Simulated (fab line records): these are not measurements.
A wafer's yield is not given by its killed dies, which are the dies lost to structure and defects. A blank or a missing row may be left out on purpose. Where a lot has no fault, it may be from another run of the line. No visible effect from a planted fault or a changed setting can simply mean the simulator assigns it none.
fab line records	flow nand-harc
record lots=13	wafers=39	last-day=25
route steps=1159 shown A_SLIT@791 A_WL_FILL@816 END@1159
lots with no fault: from the same line, run without faults
start-h: start of the lot's first displayed wafer, in hours after the record's first day	wait-h: hours from the lot's prior step to this one	" same as the row above	L1.1+2: a single row standing in for several wafers	- no value, or no start given	* or withheld: withheld	< > ~ a bound
route shown NAME@n: NAME is a module with steps in the file, n the number in the route of the first one	usual: the fault-free wafers' mean and standard deviation	same: alike in all rows	chamber/n: place in a boat	sites: the reading at each site	_std_site: their standard deviation	_edge_site: the outer-site mean with the inner-site mean subtracted	radius-mm: for every site, how far away it sits from the centre of the wafer	mask NAME#n: copy n	behind: the tool/chamber that last shaped the wafer	hold: why the lot was held/for how many hours/how that ended	device: transistor that didn't switch, given as n, p or np	end of line: tests run on the same wafers once the route is complete	for a step that has no rows: nothing shown but its recipe	killed: count of dies lost to structure and defects at first sort (not the wafer's yield)	map: the dies of a wafer, with x for killed, . for not killed, _ for no die there
set.NAME: setting as actually run; set.NAME@STEP: the setting as run at that earlier step	model.NAME: the simulator's own value behind a step, which no gauge read
route steps across a sampled set of lots; one table per step, one row per wafer
services: the hour from which a tool's chamber was out of use, counted from the record's first day as start-h (under 0 if before that day), plus the number of hours and why
## steps
# step NHARC_A_SLIT_OVL_MEAS_10
# usual overlay-x-nm=0.0/1	overlay-y-nm=-0.3/0.8
lot.wafer	tool	chamber	start-h	wait-h	overlay-x-nm	overlay-y-nm
L336.2	overlay-01	-	331.06	-	-0.9	1.6
L336.5	"	-	"	"	-0.8	0.5
L336.6	"	-	"	"	-1.2	0.9
L334.1	overlay-01	-	333.12	-	0.4	-0.8
L334.4	"	-	"	"	0.9	-0.8
L334.6	"	-	"	"	0.8	-1.3
L339.3	overlay-02	-	353.53	-	-0.1	0.8
L339.4	"	-	"	"	0.9	0.4
L339.6	"	-	"	"	0.4	0.3
L341.2	overlay-02	-	381.62	-	1.9	-0.7
L341.4	"	-	"	"	1.7	-0.2
L341.5	"	-	"	"	1.6	0.2
L342.1	overlay-01	-	383.34	-	0.2	-0.3
L342.4	"	-	"	"	0.2	-0.9
L342.5	"	-	"	"	0.2	-0.3
L344.1	overlay-01	-	405.32	-	-1.3	1.8
L344.2	"	-	"	"	-1.1	2.1
L344.3	"	-	"	"	-1.6	1.9
L345.4	overlay-01	-	414.97	-	1.4	-0.2
L345.5	"	-	"	"	1.5	0.4
L345.6	"	-	"	"	1.3	0.1
L343.4	overlay-01	-	423.80	-	-0.2	-0.2
L343.5	"	-	"	"	-1.2	0.2
L343.6	"	-	"	"	-0.7	-0.2
L349.2	overlay-02	-	430.30	-	0.8	-0.2
L349.4	"	-	"	"	0.8	-0.6
L349.6	"	-	"	"	0.8	0.3
L347.1	overlay-02	-	431.90	-	0.9	-0.1
L347.3	"	-	"	"	1.1	0.4
L347.6	"	-	"	"	1.7	-0.2
L350.2	overlay-01	-	432.05	-	-2.2	-0.1
L350.3	"	-	"	"	-1.8	-0.9
L350.6	"	-	"	"	-2.0	-0.6
L352.1	overlay-02	-	442.95	-	0.1	-0.5
L352.4	"	-	"	"	-0.2	-0.9
L352.6	"	-	"	"	-0.2	-0.7
L355.1	overlay-01	-	449.88	-	-0.7	-0.8
L355.2	"	-	"	"	-0.8	-0.7
L355.6	"	-	"	"	-0.6	-0.6
# step NHARC_A_WL_FILL_STRIP_27
# recipe power-w=1500	temp-c=250	time-s=20	chemistry=N2/H2
# usual drypump-motor-current-A=6.0/0.31	heater-power-w=315/14
lot.wafer	tool	chamber	start-h	wait-h	drypump-motor-current-A	heater-power-w	rf-hours-counter-h
L336.2	plasma-asher-02	0	350.33	0.9	6.0	298	55
L336.5	"	0	"	"	6.0	300	-
L336.6	"	1	"	"	6.6	308	-
L334.1	plasma-asher-01	1	352.51	0.2	5.9	311	21
L334.4	"	0	"	"	5.8	333	-
L334.6	"	1	"	"	5.9	315	-
L339.4	plasma-asher-02	1	378.06	0.1	6.7	307	-
L339.3	"	0	"	"	6.0	304	-
L339.6	"	0	"	"	6.0	312	-
L341.2	plasma-asher-02	0	402.94	0.1	6.0	300	10
L341.4	"	0	"	"	6.0	305	-
L341.5	"	0	"	"	6.0	313	-
L342.1	plasma-asher-01	0	405.60	0.1	5.9	330	40
L342.4	"	1	"	"	5.8	310	-
L342.5	"	1	"	"	5.8	310	-
L344.2	plasma-asher-01	0	426.99	0.1	5.8	333	47
L344.1	"	1	"	"	5.9	310	47
L344.3	"	1	"	"	5.8	308	-
L345.4	plasma-asher-01	1	431.06	0.3	5.8	305	-
L345.6	"	1	"	"	5.9	312	-
L345.5	"	0	"	"	5.8	333	-
L343.4	plasma-asher-01	1	442.02	0.2	5.9	321	-
L343.5	"	0	"	"	5.8	328	-
L343.6	"	1	"	"	5.8	310	-
L349.2	plasma-asher-01	0	448.74	0.1	5.8	337	55
L349.4	"	0	"	"	5.8	336	-
L349.6	"	0	"	"	5.8	332	-
L347.1	plasma-asher-02	0	456.68	0.1	6.0	302	30
L347.3	"	0	"	"	6.0	310	-
L347.6	"	1	"	"	6.6	298	-
L350.2	plasma-asher-02	1	460.07	0.7	6.6	304	31
L350.3	"	0	"	"	6.0	304	-
L350.6	"	1	"	"	6.6	304	-
L352.1	plasma-asher-02	0	462.50	0.3	6.0	300	34
L352.4	"	1	"	"	6.6	298	-
L352.6	"	0	"	"	6.0	307	-
L355.1	plasma-asher-01	1	473.10	0.1	5.8	326	3
L355.2	"	0	"	"	5.8	345	3
L355.6	"	0	"	"	5.8	339	-
# step NHARC_A_WL_FILL_ETCHBACK_17
# recipe target-depth-a=40	time-s=26.7	chemistry=Cl2/BCl3
# usual chamber-pressure-mTorr=10.001/0.0089	drypump-motor-current-A=5.8/0.42	oes-product-au=1.003/0.008
lot.wafer	tool	chamber	start-h	wait-h	chamber-pressure-mTorr	drypump-motor-current-A	oes-product-au	rf-hours-counter-h
L336.2	rie-metal-03	0	360.45	-	10.009	6.1	1.011	2.3
L336.6	"	1	"	"	9.997	6.8	0.996	-
L336.5	"	0	"	"	9.991	6.0	1.010	-
L334.1	rie-metal-01	0	363.49	-	10.013	5.7	1.002	0.7
L334.4	"	1	"	"	10.010	5.9	0.998	-
L334.6	"	0	"	"	9.998	5.7	1.003	-
L339.4	rie-metal-01	0	389.14	-	9.998	5.7	1.004	-
L339.3	"	1	"	"	9.989	5.9	1.001	-
L339.6	"	1	"	"	9.999	5.9	1.000	-
L341.2	rie-metal-03	1	413.28	-	10.003	6.8	0.990	3.6
L341.4	"	1	"	"	9.988	6.8	0.993	-
L341.5	"	0	"	"	9.999	6.0	1.008	-
L342.1	rie-metal-02	1	413.33	-	9.993	5.4	0.992	0.1
L342.4	"	0	"	"	10.004	5.5	1.000	-
L342.5	"	1	"	"	10.013	5.4	1.001	-
L344.1	rie-metal-02	0	439.04	-	9.996	5.5	0.999	0.6
L344.2	"	1	"	"	9.989	5.4	0.997	0.6
L344.3	"	0	"	"	9.995	5.5	0.989	-
L345.4	rie-metal-03	1	439.16	-	10.001	6.8	0.995	-
L345.6	"	0	"	"	9.995	6.1	1.001	-
L345.5	"	1	"	"	9.994	6.8	1.001	-
L343.4	rie-metal-01	0	452.45	-	9.993	5.7	1.002	-
L343.5	"	0	"	"	9.999	5.7	1.005	-
L343.6	"	0	"	"	10.009	5.7	1.007	-
L349.2	rie-metal-02	1	460.88	-	9.999	5.4	0.996	2.1
L349.4	"	0	"	"	9.984	5.5	1.008	-
L349.6	"	1	"	"	9.998	5.4	0.996	-
L347.1	rie-metal-02	1	468.86	-	-	-	-	-
L347.3	"	1	"	"	-	-	-	-
L347.6	"	1	"	"	-	-	-	-
L350.2	rie-metal-01	1	470.75	-	-	-	-	-
L350.3	"	1	"	"	-	-	-	-
L350.6	"	1	"	"	-	-	-	-
L352.1	rie-metal-03	1	472.01	-	-	-	-	-
L352.4	"	1	"	"	-	-	-	-
L352.6	"	1	"	"	-	-	-	-
L355.1	rie-metal-01	1	480.61	-	10.013	5.9	1.014	3.8
L355.2	"	0	"	"	10.012	5.7	1.014	5.0
L355.6	"	0	"	"	10.012	5.7	1.026	-
# step NHARC_A_WL_FILL_CMP_12
# recipe t-overpolish-s=30	target-thk-nm=75
# usual motor-current-A=12.5/1.1	overpolish-run-s=30.002/0.0088	time-to-endpoint-s=15.2/2.2
lot.wafer	tool	chamber	start-h	wait-h	motor-current-A	overpolish-run-s	time-to-endpoint-s
L336.2	cmp-03	1	371.23	4.4	12.8	30.009	15.9
L336.6	"	2	"	"	12.0	30.000	14.5
L336.5	"	3	"	"	14.3	29.994	13.8
L334.4	cmp-02	2	383.71	2.2	13.4	30.000	15.0
L334.1	"	3	"	"	12.2	29.988	17.8
L334.6	"	2	"	"	13.0	30.003	14.1
L339.3	cmp-03	3	402.64	2.2	14.8	29.982	15.3
L339.4	"	0	"	"	12.3	30.004	16.4
L339.6	"	3	"	"	14.1	29.995	16.8
L342.4	cmp-04	3	423.92	2.2	13.7	29.998	16.1
L342.1	"	0	"	"	11.5	30.009	14.0
L342.5	"	3	"	"	13.3	29.998	12.8
L341.4	cmp-02	2	423.97	2.9	13.4	29.985	15.7
L341.2	"	1	"	"	14.2	30.001	16.3
L341.5	"	2	"	"	12.9	30.007	16.1
L344.2	cmp-02	3	453.70	4.4	11.8	29.982	17.7
L344.3	"	0	"	"	13.5	29.990	13.1
L344.1	"	2	"	"	12.9	30.007	17.6
L345.4	cmp-03	1	457.34	2.9	12.6	30.009	16.8
L345.6	"	1	"	"	12.2	30.002	16.1
L345.5	"	2	"	"	11.4	29.990	18.6
L343.4	cmp-04	1	465.23	2.9	11.4	30.001	12.4
L343.6	"	3	"	"	13.5	30.002	12.3
L343.5	"	0	"	"	12.0	30.013	9.9
L349.2	cmp-04	0	476.58	3.6	11.4	30.002	13.2
L349.4	"	3	"	"	13.4	30.015	14.8
L349.6	"	1	"	"	11.2	30.001	14.0
L350.2	cmp-04	1	481.94	3.6	11.1	30.012	13.8
L350.3	"	3	"	"	12.9	29.990	18.7
L350.6	"	0	"	"	11.9	30.014	14.8
L347.3	cmp-03	2	482.10	2.9	12.3	29.993	16.3
L347.1	"	3	"	"	14.4	29.978	12.2
L347.6	"	2	"	"	11.9	29.994	15.7
L352.1	cmp-02	2	487.05	3.7	13.4	30.007	14.5
L352.4	"	0	"	"	13.3	30.003	14.5
L352.6	"	3	"	"	11.4	30.012	16.8
L355.2	cmp-04	0	493.77	3.6	11.3	30.011	12.1
L355.1	"	3	"	"	12.9	29.992	10.8
L355.6	"	1	"	"	11.1	30.003	8.8
# step NHARC_END_SORT_01
# recipe temp-c=25
# usual killed-at-array=25/9.8	killed-at-other=0.8/1.1	killed-at-periphery=3.3/2.1	killed-dies=29/10	killed-open=3.3/1.8	killed-short=1.9/1.4
# same gross-dies=677
lot.wafer	tool	chamber	start-h	wait-h	killed-at-array	killed-at-other	killed-at-periphery	killed-dies	killed-open	killed-short
L350.2	prober-02	0	566.03	2.8	675	0	2	677	5	0
L350.3	prober-02	0	566.84	3.1	674	0	3	677	5	1
L350.6	prober-02	0	569.25	4.0	677	0	0	677	0	0
L347.1	prober-01	0	571.53	2.5	675	2	0	677	2	3
L347.3	prober-01	0	573.14	3.1	673	1	3	677	1	3
L347.6	prober-01	0	575.55	4.0	673	0	4	677	5	4
L352.1	prober-02	0	573.05	2.5	671	0	6	677	3	2
L352.4	prober-02	0	575.41	3.4	668	0	9	677	4	1
L352.6	prober-02	0	576.99	3.9	671	0	6	677	2	0
# killed by level:class
L350.2 A_WL_FILL:area-etchback=632 A_CHANNEL_HOLE_D1:chamber-film-flake=18 A_SLIT:chamber-film-flake=11 A_CONTACT:chamber-film-flake=5 A_STAIRCASE:chamber-film-flake=4 A_WL_FILL:geometric-particle:open=2 A_CONTACT:geometric-particle:open=2 P_M1:geometric-particle:open=1
L350.3 A_WL_FILL:area-etchback=632 A_CHANNEL_HOLE_D1:chamber-film-flake=21 A_SLIT:chamber-film-flake=8 A_STAIRCASE:chamber-film-flake=6 A_WL_FILL:geometric-particle:open=2 A_BLC:chamber-film-flake=2 P_GATE:geometric-particle:open=1 P_M0:geometric-particle:open=1
L350.6 A_WL_FILL:area-etchback=643 A_CHANNEL_HOLE_D1:chamber-film-flake=17 A_SLIT:chamber-film-flake=7 A_CONTACT:chamber-film-flake=5 A_STAIRCASE:chamber-film-flake=2 A_BLC:chamber-film-flake=2 A_WL_FILL:chamber-film-flake=1
L347.1 A_WL_FILL:area-etchback=656 A_CHANNEL_HOLE_D1:chamber-film-flake=6 A_CONTACT:chamber-film-flake=4 A_STAIRCASE:chamber-film-flake=3 A_CONTACT:geometric-particle:open=2 THIN_TSV:chamber-film-flake=2 A_CHANNEL_FILL_D1:geometric-particle:short=1 A_STAIRCASE:geometric-particle:short=1
L352.1 A_WL_FILL:area-etchback=630 A_CHANNEL_HOLE_D1:chamber-film-flake=19 A_SLIT:chamber-film-flake=11 P_M1:chamber-film-flake=4 A_CONTACT:chamber-film-flake=2 A_CHANNEL_FILL_D1:chamber-film-flake=2 P_GATE:geometric-particle:open=1 A_SOURCE_PLATE:geometric-particle:short=1
L347.3 A_WL_FILL:area-etchback=645 A_CHANNEL_HOLE_D1:chamber-film-flake=19 A_CONTACT:chamber-film-flake=3 A_WL_FILL:chamber-film-flake=2 P_M0:geometric-particle:short=1 A_ONON_D1:geometric-particle:short=1 A_CONTACT:geometric-particle:open=1 A_CONTACT:geometric-particle:short=1
L352.4 A_WL_FILL:area-etchback=629 A_SLIT:chamber-film-flake=20 A_CHANNEL_HOLE_D1:chamber-film-flake=11 P_M1:chamber-film-flake=5 P_GATE:chamber-film-flake=3 A_BLC:geometric-particle:open=2 A_CONTACT:geometric-particle:short=1 A_M0:geometric-particle:open=1
L347.6 A_WL_FILL:area-etchback=647 A_CHANNEL_HOLE_D1:chamber-film-flake=13 A_STAIRCASE:chamber-film-flake=5 P_STI:geometric-particle:short=1 P_M2:geometric-particle:open=1 A_SOURCE_PLATE:geometric-particle:short=1 A_ONON_D1:geometric-particle:open=1 A_SGD_CUT:geometric-particle:open=1
L352.6 A_WL_FILL:area-etchback=637 A_CHANNEL_HOLE_D1:chamber-film-flake=18 A_SLIT:chamber-film-flake=9 P_M1:chamber-film-flake=4 P_GATE:chamber-film-flake=2 A_BLC:chamber-film-flake=2 A_ONON_D1:geometric-particle:open=1 A_M0:geometric-particle:open=1
## services
tool	chamber	start-h	hours	kind
rie-metal-01	-	332.00	9.0	pm
cmp-02	-	342.17	4.0	pm
cmp-03	-	352.18	4.0	pm
plasma-asher-02	-	360.55	9.0	pm
plasma-asher-02	0	360.55	9.0	vent-cycle
cmp-02	-	371.34	2.2	repair
cmp-03	-	371.58	1.1	repair
rie-metal-02	-	388.19	9.0	pm
cmp-03	-	389.16	2.2	repair
rie-metal-01	-	391.45	1.5	repair
cmp-04	-	400.04	4.0	pm
rie-metal-03	-	414.47	0.5	repair
cmp-02	-	440.17	4.0	pm
cmp-03	-	445.12	1.9	repair
rie-metal-01	1	448.59	15.4	repair
cmp-03	-	450.18	4.0	pm
plasma-asher-01	-	453.00	9.0	pm
plasma-asher-01	0	453.00	9.0	vent-cycle
plasma-asher-01	1	453.00	9.0	vent-cycle
rie-metal-03	-	453.00	9.0	pm
plasma-asher-01	0	462.00	-	clean
plasma-asher-01	1	462.00	-	clean
cmp-03	-	465.34	1.6	repair
plasma-asher-01	-	484.49	3.4	repair
## key
first-sign step=NHARC_A_WL_FILL_ETCHBACK_17	reading=tool-record	direction=missing
effect step=NHARC_END_SORT_01	reading=killed-at-array	direction=up	sigmas=66	usual=25	struck=673
more-kills-born-at NHARC_A_WL_FILL_ETCHBACK_17@rie-metal-02=1948	NHARC_A_WL_FILL_ETCHBACK_17@rie-metal-01=1907	NHARC_A_WL_FILL_ETCHBACK_17@rie-metal-03=1895
met-at NHARC_A_WL_FILL_ETCHBACK_17
struck-lots L347,L350,L352
later-rows-left-out L347.1,L347.3,L347.6,L350.2,L350.3,L350.6,L352.1,L352.4,L352.6
tester-left-out L347,L350,L352
not-acting-at NHARC_A_SLIT_OVL_MEAS_10,NHARC_A_WL_FILL_STRIP_27,NHARC_A_WL_FILL_CMP_12
onset-between 460.88 468.86
fault kind=skipped-step-whole	tool=rie-metal-01,rie-metal-02,rie-metal-03	chamber=-	onset-h=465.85	steps=NHARC_A_WL_FILL_ETCHBACK_17	scope=struck-lots-only
# tester-left-out: of these lots the tester's yield and bins aren't shown, on N5 and GAA mostly nor the transistor test; their killed dies are dies lost to structure and defects alone, not to doping, threshold or leakage, so they don't give the yield
# later-rows-left-out: the simulator's readings of these wafers behind a module that went badly wrong aren't trusted and aren't shown, but for the sort
